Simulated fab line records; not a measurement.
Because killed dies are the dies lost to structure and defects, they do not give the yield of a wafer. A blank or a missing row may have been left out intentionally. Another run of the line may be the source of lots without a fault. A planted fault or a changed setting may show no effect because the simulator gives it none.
Matching of chambers    flow nand-harc    4 sister chambers for NHARC_P_CONTACT_CMP_01 on cmp-03
The step polishes SiO2, target thk 200 nm. 8 wafers are shown with their chamber, then 11 later ones without.

== WAFERS WITH THEIR CHAMBER ==
wafer   chamber  motor-current-A (A)
L078.5  3        12.2
L079.1  0        12.8
L079.6  3        12.4
L081.5  1        12.9
L089.1  2        12.4
L089.4  1        12.7
L089.6  0        12.4
L091.2  2        12.1

== WAFERS WITHOUT THEIR CHAMBER ==
wafer   motor-current-A (A)
L091.5  12.6
L091.6  12.8
L093.3  13.1
L093.4  11.9
L093.5  13.0
L094.1  11.9
L094.5  12.2
L094.6  12.4
L096.3  12.2
L096.4  12.9
L096.6  12.6

== WHICH CHAMBER EACH ONE RAN IN ==
wafer   from the rows above                in truth
L091.5  can't be placed: 0 or 1 or 3 or 2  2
L091.6  can't be placed: 1 or 0            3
L093.3  can't be placed: 1 or 0            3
L093.4  can't be placed: 2 or 3 or 0       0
L093.5  can't be placed: 1 or 0            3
L094.1  can't be placed: 2 or 3 or 0       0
L094.5  can't be placed: 2 or 3 or 0       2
L094.6  can't be placed: 3 or 2 or 0 or 1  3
L096.3  can't be placed: 2 or 3 or 0       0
L096.4  can't be placed: 1 or 0            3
L096.6  can't be placed: 0 or 1 or 3 or 2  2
Placed correctly: 0 of 11. Can't be placed from these rows: 11 (the true chamber is among the candidates in 7). 0 placed wrongly.
How it was worked out, from the rows above alone: a wafer's distance from a chamber is the root of the sum, over the readings, of the square of ((its reading less the chamber's mean) divided by the reading's scatter). The wafer belongs to the nearest chamber; if the next one is less than 2 further off, it can't be placed. Each chamber's mean is taken over the wafers shown for it. The scatter: take each reading less its chamber's mean, square it, sum over the shown wafers, divide by the number of wafers less the number of chambers, and take the root.
